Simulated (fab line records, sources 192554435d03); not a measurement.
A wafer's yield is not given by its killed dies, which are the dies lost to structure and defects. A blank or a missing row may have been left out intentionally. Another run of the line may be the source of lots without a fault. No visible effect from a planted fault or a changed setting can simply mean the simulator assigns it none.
Split-lot trial :: flow n5_finfet :: 21 wafers read across 7 lots, on a route 1938 steps long

== SPLIT DETAILS ==
At N5_BEOL_M6_ETCH_66 (etches SOC in N2/H2, target depth 80 nm, overetch 16 nm, time 120 s), the setting source_w was moved away from the recipe's 840 W on 8 of the 21 wafers read, by -17.3% to +15.3%. For the rest of the wafers, this setting stayed at what the recipe calls for.

The split's own step is where the reading is taken.

== THE READING ==
rf_vpp_V, in V, at N5_BEOL_M6_ETCH_66 (etches SOC in N2/H2, target depth 80 nm, overetch 16 nm, time 120 s). On this fab line, fault-free wafers typically give 524.0 V with a standard deviation of 2.1 V.

wafer: L075.2
tool, chamber at the split: rie_diel-03, 3
source_w as run, W: 840
against the recipe: recipe
rf_vpp_V, V: 524.4
against lot-mates on the recipe: -

wafer: L075.3
tool, chamber at the split: rie_diel-03, 0
source_w as run, W: 968.1
against the recipe: +15.3%
rf_vpp_V, V: 503.3
against lot-mates on the recipe: -21.4

wafer: L075.6
tool, chamber at the split: rie_diel-03, 3
source_w as run, W: 840
against the recipe: recipe
rf_vpp_V, V: 525.0
against lot-mates on the recipe: -

wafer: L083.1
tool, chamber at the split: rie_diel-03, 2
source_w as run, W: 840
against the recipe: recipe
rf_vpp_V, V: 526.1
against lot-mates on the recipe: -

wafer: L083.4
tool, chamber at the split: rie_diel-03, 3
source_w as run, W: 840
against the recipe: recipe
rf_vpp_V, V: 524.4
against lot-mates on the recipe: -

wafer: L083.5
tool, chamber at the split: rie_diel-03, 0
source_w as run, W: 781.7
against the recipe: -6.9%
rf_vpp_V, V: 539.7
against lot-mates on the recipe: +14.5

wafer: L087.2
tool, chamber at the split: rie_diel-03, 3
source_w as run, W: 840
against the recipe: recipe
rf_vpp_V, V: 523.7
against lot-mates on the recipe: -

wafer: L087.3
tool, chamber at the split: rie_diel-03, 0
source_w as run, W: 840
against the recipe: recipe
rf_vpp_V, V: 527.1
against lot-mates on the recipe: -

wafer: L087.6
tool, chamber at the split: rie_diel-03, 3
source_w as run, W: 840
against the recipe: recipe
rf_vpp_V, V: 524.3
against lot-mates on the recipe: -

wafer: L086.3
tool, chamber at the split: rie_diel-03, 2
source_w as run, W: 694.4
against the recipe: -17.3%
rf_vpp_V, V: 559.3
against lot-mates on the recipe: +35.0

wafer: L086.5
tool, chamber at the split: rie_diel-03, 0
source_w as run, W: 694.4
against the recipe: -17.3%
rf_vpp_V, V: 562.0
against lot-mates on the recipe: +37.7

wafer: L086.6
tool, chamber at the split: rie_diel-03, 1
source_w as run, W: 840
against the recipe: recipe
rf_vpp_V, V: 524.3
against lot-mates on the recipe: -

wafer: L091.2
tool, chamber at the split: rie_diel-03, 2
source_w as run, W: 794.8
against the recipe: -5.4%
rf_vpp_V, V: 534.5
against lot-mates on the recipe: +10.3

wafer: L091.3
tool, chamber at the split: rie_diel-03, 1
source_w as run, W: 794.8
against the recipe: -5.4%
rf_vpp_V, V: 532.9
against lot-mates on the recipe: +8.7

wafer: L091.5
tool, chamber at the split: rie_diel-03, 2
source_w as run, W: 840
against the recipe: recipe
rf_vpp_V, V: 524.2
against lot-mates on the recipe: -

wafer: L093.2
tool, chamber at the split: rie_diel-02, 1
source_w as run, W: 840
against the recipe: recipe
rf_vpp_V, V: 522.6
against lot-mates on the recipe: -

wafer: L093.5
tool, chamber at the split: rie_diel-02, 0
source_w as run, W: 706.5
against the recipe: -15.9%
rf_vpp_V, V: 555.0
against lot-mates on the recipe: +32.4

wafer: L093.6
tool, chamber at the split: rie_diel-02, 3
source_w as run, W: 706.5
against the recipe: -15.9%
rf_vpp_V, V: 557.0
against lot-mates on the recipe: +34.4

wafer: L095.2
tool, chamber at the split: rie_diel-06, 1
source_w as run, W: 840
against the recipe: recipe
rf_vpp_V, V: 520.5
against lot-mates on the recipe: -

wafer: L095.3
tool, chamber at the split: rie_diel-06, 3
source_w as run, W: 840
against the recipe: recipe
rf_vpp_V, V: 522.5
against lot-mates on the recipe: -

wafer: L095.6
tool, chamber at the split: rie_diel-06, 0
source_w as run, W: 840
against the recipe: recipe
rf_vpp_V, V: 522.7
against lot-mates on the recipe: -

FIT RESULTS
A straight line over all 21 wafers: rf_vpp_V changes by -1.9 V for each +1% of source_w; r = -0.99; the points scatter about the line by 2.6 V.
The same after taking each lot's own level away (the mean of its wafers on the recipe; 21 wafers): -1.93 V for each +1%; r = -0.99; scatter 2.3 V.
That fit puts the effect of the largest move of source_w on the reading at 33 V.
The span of the lots' own levels, 521.90 to 525.25 V, comes to 1.6 times the standard deviation stated above.
Consequently the slope shifts little with the lot-to-lot level, the two slopes agreeing.
Check: +34.2 V against its lot-mates is what the line predicts for one of the wafers moved furthest among these (-17.3%) when that wafer is left out of the fit. Against them it came out at +35 V.
Tool readings at the split's step, against how far the setting was moved: rf_vpp_V r = -0.99.

== OTHER SPLITS APPLIED TO THESE WAFERS ==
Before the reading, these wafers also passed through other splits. Each is held against what the fit with the lots' levels taken away leaves over:
other split on the same wafers: N5_BEOL_M4_TRENCH_ETCH_37 time_s
wafers away from the commonest value: 3
r with rf_vpp_V (lot level and that fit taken away): -0.03

other split on the same wafers: N5_BEOL_M5_COAT_22 spin_rpm
wafers away from the commonest value: 6
r with rf_vpp_V (lot level and that fit taken away): -0.03

== THE WHOLE CHAIN: every reading that the file lists as answering this split, in the file's order ==
step: N5_BEOL_M6_ETCH_66
what it does: etches SOC in N2/H2, target depth 80 nm, overetch 16 nm, time 120 s
reading: rf_vpp_V
change (the file's fit): -1.9 V for each +1% of the setting
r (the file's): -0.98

step: N5_BEOL_M6_ETCH_66
what it does: etches SOC in N2/H2, target depth 80 nm, overetch 16 nm, time 120 s
reading: SiARC_of_BEOL_M6_COAT_64.thk_nm (the simulator's own value, which no gauge read)
change (the file's fit): -0.0309 nm for each +1% of the setting
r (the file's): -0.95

== THE FILE'S OWN FIT ==
rf_vpp_V changes by -1.9 V for each +1% of source_w, r = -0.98.
